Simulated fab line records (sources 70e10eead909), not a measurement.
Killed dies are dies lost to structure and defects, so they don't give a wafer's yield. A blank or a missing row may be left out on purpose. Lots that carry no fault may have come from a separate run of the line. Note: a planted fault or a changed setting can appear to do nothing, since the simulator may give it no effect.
The tool behind it: which one? || flow nand_harc || 18 wafers from 6 lots sampled at 5 of the route's 1302 steps

WHAT EACH GAUGE READ, for each wafer
NHARC_END_SORT_01.
{"lot": "L537", "measured": "day 31 06:33", "on": "prober-02", "killed_at_array": "33 36 26"}
{"lot": "L543", "measured": "day 32 07:11", "on": "prober-01", "killed_at_array": "674 671 670"}

WHICH TOOL RAN EACH LOT (tool, then ch and the chambers of the sampled wafers, then the start)
{"lot": "L527", "NHARC_A_STAIRCASE_HM_OPEN_463": "rie_diel-02 ch 0,1,2, day 19 16:17 or earlier", "NHARC_A_STAIRCASE_DEP_322": "pecvd-01 ch 0,1,2, day 19 16:17", "NHARC_A_STAIRCASE_ETCH_444": "rie_diel-02 ch 1,3, day 20 11:18", "NHARC_A_STAIRCASE_STRIP_446": "plasma_asher-02 ch 0,1, day 20 15:26"}
{"lot": "L530", "NHARC_A_STAIRCASE_HM_OPEN_463": "rie_diel-04 ch 1,2,3, day 21 05:43 or earlier", "NHARC_A_STAIRCASE_DEP_322": "pecvd-04 ch 0,1,2, day 21 05:43", "NHARC_A_STAIRCASE_ETCH_444": "rie_diel-02 ch 1,2, day 22 04:14", "NHARC_A_STAIRCASE_STRIP_446": "plasma_asher-01 ch 0,1, day 22 08:45"}
{"lot": "L535", "NHARC_A_STAIRCASE_HM_OPEN_463": "rie_diel-02 ch 1,3, day 22 16:38 or earlier", "NHARC_A_STAIRCASE_DEP_322": "pecvd-02 ch 0,1, day 22 16:38", "NHARC_A_STAIRCASE_ETCH_444": "rie_diel-06 ch 1,2,3, day 23 12:53", "NHARC_A_STAIRCASE_STRIP_446": "plasma_asher-01 ch 0,1, day 23 16:48"}
{"lot": "L537", "NHARC_A_STAIRCASE_HM_OPEN_463": "rie_diel-06 ch 0,1,3, day 24 12:58 or earlier", "NHARC_A_STAIRCASE_DEP_322": "pecvd-02 ch 0,1,2, day 24 12:58", "NHARC_A_STAIRCASE_ETCH_444": "rie_diel-02 ch 0,1,2, day 25 12:26", "NHARC_A_STAIRCASE_STRIP_446": "plasma_asher-02 ch 0,1, day 25 16:49"}
{"lot": "L543", "NHARC_A_STAIRCASE_HM_OPEN_463": "rie_diel-04 ch 0,1,2, day 25 22:08 or earlier", "NHARC_A_STAIRCASE_DEP_322": "pecvd-01 ch 0,1,2, day 25 22:08", "NHARC_A_STAIRCASE_ETCH_444": "rie_diel-02 ch 0,1,3, day 26 14:46", "NHARC_A_STAIRCASE_STRIP_446": "plasma_asher-02 ch 0,1, day 26 18:49"}
{"lot": "L546", "NHARC_A_STAIRCASE_HM_OPEN_463": "rie_diel-02 ch 1,3, day 28 00:36 or earlier", "NHARC_A_STAIRCASE_DEP_322": "pecvd-04 ch 0,1,2, day 28 00:36", "NHARC_A_STAIRCASE_ETCH_444": "rie_diel-04 ch 0,2, day 28 19:59", "NHARC_A_STAIRCASE_STRIP_446": "plasma_asher-01 ch 0,1, day 29 00:49"}
- NHARC_A_STAIRCASE_HM_OPEN_463: chemistry O2/COS.
- NHARC_A_STAIRCASE_DEP_322: deposits SiO2, target thk 7200 nm.
- NHARC_A_STAIRCASE_ETCH_444: etches the open film in C4F8/O2, target depth 20400 nm, time 6800 s.
- NHARC_A_STAIRCASE_STRIP_446: strips in O2.

THE ANSWER, worked out from the rows above alone
Rule: the usual values come from the lots themselves. The widest of any qualifying gaps counts: lots, ordered by their means at a reading, are off when they make up no more than a third of the lots, leave a main group of 4 or more, and stand apart from it by 3 or more times the standard deviation of that group's means. If all means in a main group match to the digits the tables above print for the reading, that group is not used. A lot without any number at a reading at which 4 lots or more have one is off too. Where the step has rows for the other lots, those lots are counted as sound.
Across all readings shown, no lot is off: no conclusion can be drawn from this.

WHAT HAD BEEN PUT IN BY THE SIMULATOR
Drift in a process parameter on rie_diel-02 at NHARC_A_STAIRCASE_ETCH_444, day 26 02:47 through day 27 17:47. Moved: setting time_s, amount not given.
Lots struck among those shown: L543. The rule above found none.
